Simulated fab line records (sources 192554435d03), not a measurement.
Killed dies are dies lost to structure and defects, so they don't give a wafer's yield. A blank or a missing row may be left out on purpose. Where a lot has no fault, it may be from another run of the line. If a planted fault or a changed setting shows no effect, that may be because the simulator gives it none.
Comparing a struck lot with a sound one | flow n5-finfet | 35 steps out of a route of 1938
Sound: wafers L242.2, L242.3, L242.5. Wafers struck: L250.3, L250.4, L250.6. Last of all comes the cause.
Per side, at each step with rows, come the tool, then ch with its chambers, and then its first start. Under that, the readings that differ: sound wafers | struck wafers | difference of the means | sigmas: that difference in standard deviations of wafers without a fault.
alike: words and numbers the same on both sides, and readings whose means are apart by under 2 such deviations; not compared: readings that were withheld, readings missing a value for some wafer, numbers with overlapping values and no deviation given by the record, and bounds like >300 which may hide the same value.
Wherever a step has rows on one side only, a row that says differs or no value, or a row with sigmas, the two part there. Numbers that have no deviation but don't overlap get no sigmas and don't part them. Lack of a reading on every wafer of one side parts them only where that side has two or more wafers.

first, 9 steps without rows for these wafers: N5_BEOL_M1_ILD_DEP_00 (deposits SiOC from DEMS/O2, target thk 79 nm, time 15.3 s); N5_BEOL_M1_PECVD_72 (deposits SiO2 from TEOS/O2, target thk 16 nm, time 18 s); N5_BEOL_M1_HM_DEP_02 (deposits TiN, target thk 20 nm); N5_BEOL_M1_COAT_61 (time 60 s, resist thk 60 nm); N5_BEOL_M1_COAT_62 (time 60 s, resist thk 12 nm); N5_BEOL_M1_COAT_73 (time 60 s, resist thk 5 nm); N5_BEOL_M1_COAT_05 (resist thk 30 nm); N5_BEOL_M1_EBR_07; N5_BEOL_M1_SOFTBAKE_06 (time 60 s).
N5_BEOL_M1_EXPOSE_08: exposes mask M1.
  sound on euv-scanner-02 ch 0, day 6 14:17; struck on euv-scanner-02 ch 0, day 8 16:17
  reading                         | sound          | struck         | difference | sigmas
  model.BEOL_M1.overlay-x-nm (nm) | -0.4 -0.4 -0.4 | 11.8 11.8 11.8 | +12.2      |
  alike: mask
then, 2 steps without rows for these wafers: N5_BEOL_M1_PEB_09 (peb time 60 s); N5_BEOL_M1_DEVELOP_10 (develop time 30 s).
N5_BEOL_M1_OVL_MEAS_12:
  sound on overlay-02 ch 0, day 6 14:26; struck on overlay-02 ch 0, day 8 16:26
  reading     | sound         | struck         | difference | sigmas
  M1_OVL (nm) | 0.4 -1.6 -0.4 | 11.2 12.0 10.8 | +11.9      | +21
then, 20 steps without rows for these wafers: N5_BEOL_M1_DESCUM_16 (chemistry O2, time 7 s); N5_BEOL_M1_ETCH_74 (etches underlayer in N2/H2, target depth 6.5 nm, time 5.2 s); N5_BEOL_M1_ETCH_63 (etches SiARC in CF4, target depth 15.6 nm, time 26 s); N5_BEOL_M1_ETCH_64 (etches SOC in N2/H2, target depth 75 nm, overetch 15 nm, time 112.5 s); N5_BEOL_M1_STRIP_65 (strips in N2/H2); N5_BEOL_M1_STRIP_75 (strips in N2/H2); N5_BEOL_M1_STRIP_66 (strips in CF4); N5_BEOL_M1_HM_OPEN_17 (chemistry Cl2/BCl3, target TiN, target depth 20 nm, overetch 6 nm); N5_BEOL_M1_STRIP_19 (strips in O2); N5_BEOL_M1_COAT_67 (time 60 s, resist thk 60 nm); N5_BEOL_M1_COAT_68 (time 60 s, resist thk 12 nm); N5_BEOL_M1_COAT_76 (time 60 s, resist thk 5 nm); N5_BEOL_M1_COAT_22 (resist thk 30 nm); N5_BEOL_M1_EBR_24; N5_BEOL_M1_SOFTBAKE_23 (time 60 s); N5_BEOL_M1_EXPOSE_25 (exposes mask V0, defocus 5 nm, target cd 24 nm); N5_BEOL_M1_PEB_26 (peb time 60 s); N5_BEOL_M1_DEVELOP_27 (develop time 30 s); N5_BEOL_M1_DESCUM_33 (chemistry O2, time 7 s); N5_BEOL_M1_ETCH_77 (etches underlayer in N2/H2, target depth 6.5 nm, time 5.2 s).
N5_BEOL_M4_RC_MEAS_101:
  sound on prober-01 ch 0, day 8 09:57; struck on prober-02 ch 0, day 10 11:17
  no value came back on the struck wafers for any of 17 readings (CJ_P, DIBL_P (mV/V) and others); on the sound wafers CJ_P reads 5.5 5.7 5.7
  alike: DIBL_N, IOFF_N, ION_N, SS_N, VT_N
-- the record jumps here: 4 days lie between the struck wafers' starts before and after (it left off in module BEOL_M4 and takes up again in module PASSIVATION, whose first step shown is number 1936 of the route) --
N5_PASSIVATION_PROBE_49:
  record: rows for the struck wafers here (prober-02, day 14 21:40), none for the sound ones

## WHERE THEY PART
Last at N5_PASSIVATION_PROBE_49 as far as this record goes, first at N5_BEOL_M1_OVL_MEAS_12.

WHY: whatever the simulator had introduced
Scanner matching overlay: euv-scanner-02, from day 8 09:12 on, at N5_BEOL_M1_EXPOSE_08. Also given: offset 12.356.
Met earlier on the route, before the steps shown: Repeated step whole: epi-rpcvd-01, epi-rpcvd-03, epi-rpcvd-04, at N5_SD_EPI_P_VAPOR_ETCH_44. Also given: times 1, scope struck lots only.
